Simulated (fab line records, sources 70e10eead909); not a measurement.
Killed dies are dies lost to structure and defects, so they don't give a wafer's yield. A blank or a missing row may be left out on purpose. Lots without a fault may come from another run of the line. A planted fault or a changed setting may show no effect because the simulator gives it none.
Problem report in the 8D (eight disciplines) form, filled by code | flow nand_harc | the parts of the form that need people (team, actions taken, sign-off) are left out

1. THE PROBLEM
rf_fwd_power_W at NHARC_THIN_TSV_ETCH_44 reads a mean of 180.8 W on 1 wafer of 1 lot; wafers without a fault read 299.6 W with a standard deviation of 0.93. That is -99 or more standard deviations from the usual mean.
The step: etches the open film in CF4/O2, target depth 1594.2 nm, time 797.1 s.
First seen on wafer L246.2, day 29 07:41, on rie_diel-01. The record holds 39 wafers of 13 lots with a number at this step. Rule for "out", or "out of limits": more than 4 standard deviations from the usual mean. The other wafers with a number count as sound.

2. WHAT IT IS AND WHAT IT IS NOT
question                    | is                             | is not
which readings at this step | rf_fwd_power_W, oes_product_au | bias_w, drypump_motor_current_A, rf_vpp_V, showerhead_plenum_p_Torr, throttle_valve_pct
which lots                  | L246                           | L231, L232, L233, L236, L237, L238, L239, L241, L249, L251, L253, L254
which wafers of those lots  | L246.2                         | L246.3, L246.4
read on which tools         | rie_diel-01                    | rie_diel-03, rie_diel-11
when                        | from day 29 07:41              | up to then (26 sound wafers); but 12 sound wafers of L249, L251, L253, L254 came after

3. SUSPECTS, AND WHAT RULES EACH OUT
Counting: a tool at a process step up to the reading stays a suspect if it ran every lot that is out. Sound lots after the first of them don't rule it out here, since some wafers of a struck lot are sound.
- pvd_sputter-03 at NHARC_A_BONDPAD_PVD_27 (deposits Cu, target thk 30 nm, time 20.49 s): kept. It ran the lot that is out, L246 (day 29 06:05); its last sound lot up to then is L241 (day 28 02:14). NHARC_A_BONDPAD_PVD_27 gives no start for some lots, so the hours and the order of its lots are those of NHARC_THIN_TSV_CMP_01.
- cmp-02 at NHARC_THIN_TSV_CMP_01 (polishes): kept. It ran the lot that is out, L246 (day 29 06:05); its last sound lot up to then is L237 (day 29 03:49).
- rie_diel-01 at NHARC_THIN_TSV_ETCH_44 (etches the open film in CF4/O2, target depth 1594.2 nm, time 797.1 s): kept. It ran the lot that is out, L246 (day 29 07:41); its last sound lot up to then is L239 (day 26 22:16). Its own readings are out on those wafers: oes_product_au, rf_fwd_power_W.
- Within cmp-02 at NHARC_THIN_TSV_CMP_01: the wafers that are out ran in chamber 3; their sound lot-mates ran in chambers 1, 2.
- Within rie_diel-01 at NHARC_THIN_TSV_ETCH_44: the wafers that are out ran in chamber 0; their sound lot-mates ran in chambers 2, 3.
Left after counting: pvd_sputter-03 at NHARC_A_BONDPAD_PVD_27, cmp-02 at NHARC_THIN_TSV_CMP_01, rie_diel-01 at NHARC_THIN_TSV_ETCH_44.

4. THE CAUSE (what the simulator had put in)
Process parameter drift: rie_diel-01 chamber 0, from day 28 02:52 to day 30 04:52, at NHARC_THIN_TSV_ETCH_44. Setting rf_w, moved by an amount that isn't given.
Counting left 3 suspects, and this tool is among them.

5. THE CHAIN OF EFFECTS, in route order
Each row: a reading whose mean over the struck wafers that have a number lies more than 3 standard deviations from the usual. Only readings for which the record gives a usual standard deviation are gone through. hours: the time from each lot's start at the first step in this table that gives one to its start at this step, as a median over the lots. sigmas: the change in usual standard deviations.
hours | step                   | reading        | usual      | on struck wafers | change | sigmas
0     | NHARC_THIN_TSV_ETCH_44 | oes_product_au | 0.998 a.u. | 0.770            | -0.228 | -15
0     | NHARC_THIN_TSV_ETCH_44 | rf_fwd_power_W | 299.6 W    | 180.8            | -118.8 | -99 or more
The process steps in it:
- NHARC_THIN_TSV_ETCH_44: etches the open film in CF4/O2, target depth 1594.2 nm, time 797.1 s.

6. WHAT WOULD HAVE CAUGHT IT SOONER
In this record the first reading out of limits was taken at day 29 07:41, 29 hours after the fault began at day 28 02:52.
